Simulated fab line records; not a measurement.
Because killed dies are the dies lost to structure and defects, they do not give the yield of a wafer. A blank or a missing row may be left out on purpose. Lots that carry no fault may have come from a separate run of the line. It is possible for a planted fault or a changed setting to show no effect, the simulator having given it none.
Lot-split experiment -- flow n5-finfet -- 7 lots, 39 wafers read, on a route of 1938 steps

THE SPLIT ITSELF
At N5_MOL_CONTACT_COAG_ETCH_124 (etches SiNx in CH3F/O2, stops on SiOC, target depth 6.5 nm), the setting source-w was moved away from the recipe's 395 W on 12 of the 39 wafers read, by -9.7% to +19.0%. For the rest of the wafers, this setting stayed at what the recipe calls for.

The reading comes from the split's own step.

THE READING
rf-vpp-V, in V, at N5_MOL_CONTACT_COAG_ETCH_124 (etches SiNx in CH3F/O2, stops on SiOC, target depth 6.5 nm). Fault-free wafers of this fab line usually give 295.9 V, standard deviation 2.4 V.

wafer,"tool, chamber at the split","source-w as run, W",against the recipe,"rf-vpp-V, V",against lot-mates on the recipe
L074.1,"rie-diel-01, 3",470.2,+19.0%,274.8,-22.6
L074.2,"rie-diel-01, 0",470.2,+19.0%,269.6,-27.8
L074.3,"rie-diel-01, 2",395,recipe,294.9,-
L074.4,"rie-diel-01, 1",395,recipe,299.2,-
L074.5,"rie-diel-01, 0",470.2,+19.0%,269.2,-28.2
L074.6,"rie-diel-01, 3",395,recipe,298.1,-
L079.1,"rie-diel-01, 3",395,recipe,297.6,-
L079.2,"rie-diel-01, 2",395,recipe,294.8,-
L079.3,"rie-diel-01, 1",395,recipe,297.8,-
L079.4,"rie-diel-01, 2",356.6,-9.7%,308.8,+12.1
L079.5,"rie-diel-01, 1",356.6,-9.7%,312.6,+15.9
L079.6,"rie-diel-01, 3",356.6,-9.7%,314.0,+17.3
L084.1,"rie-diel-01, 1",442.3,+12.0%,281.0,-13.5
L084.2,"rie-diel-01, 0",395,recipe,292.1,-
L084.3,"rie-diel-01, 3",442.3,+12.0%,280.9,-13.6
L084.4,"rie-diel-01, 2",395,recipe,294.5,-
L084.5,"rie-diel-01, 1",395,recipe,296.9,-
L084.6,"rie-diel-01, 0",442.3,+12.0%,277.4,-17.1
L089.3,"rie-diel-01, 2",395,recipe,294.6,-
L089.4,"rie-diel-01, 1",395,recipe,295.5,-
L089.5,"rie-diel-01, 1",395,recipe,296.4,-
L091.1,"rie-diel-05, 1",395,recipe,292.0,-
L091.2,"rie-diel-05, 3",395,recipe,300.1,-
L091.3,"rie-diel-05, 2",395,recipe,297.5,-
L091.4,"rie-diel-05, 0",395,recipe,300.0,-
L091.5,"rie-diel-05, 3",395,recipe,299.7,-
L091.6,"rie-diel-05, 2",395,recipe,296.0,-
L092.1,"rie-diel-01, 3",457.9,+15.9%,278.4,-18.0
L092.2,"rie-diel-01, 2",457.9,+15.9%,274.9,-21.5
L092.3,"rie-diel-01, 1",395,recipe,298.4,-
L092.4,"rie-diel-01, 2",395,recipe,293.6,-
L092.5,"rie-diel-01, 1",457.9,+15.9%,277.9,-18.5
L092.6,"rie-diel-01, 3",395,recipe,297.1,-
L094.1,"rie-diel-02, 2",395,recipe,293.7,-
L094.2,"rie-diel-02, 3",395,recipe,297.2,-
L094.3,"rie-diel-02, 0",395,recipe,297.8,-
L094.4,"rie-diel-02, 1",395,recipe,299.2,-
L094.5,"rie-diel-02, 2",395,recipe,295.2,-
L094.6,"rie-diel-02, 1",395,recipe,299.6,-

THE FIT
A straight line over all 39 wafers: rf-vpp-V changes by -1.35 V for each +1% of source-w; r = -0.97; the points scatter about the line by 2.4 V.
The same after taking each lot's own level away (the mean of its wafers on the recipe; 39 wafers): -1.34 V for each +1%; r = -0.98; scatter 2.3 V.
That fit puts the effect of the largest move of source-w on the reading at 25 V.
The lots' own levels span 294.50 to 297.55 V, that is 1.3 times the standard deviation above.
The two slopes are in agreement: the lot-to-lot level therefore moves the slope only a little.
Check: with one of the wafers moved furthest among these (+19.0%) left out of the fit, the line predicts -25.5 V for it against its lot-mates. It came out at -22.6 V against them.
Tool readings at the split's step, against how far the setting was moved: rf-vpp-V r = -0.97.

THE FILE'S OWN FIT
rf-vpp-V changes by -1.32 V for each +1% of source-w, r = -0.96.
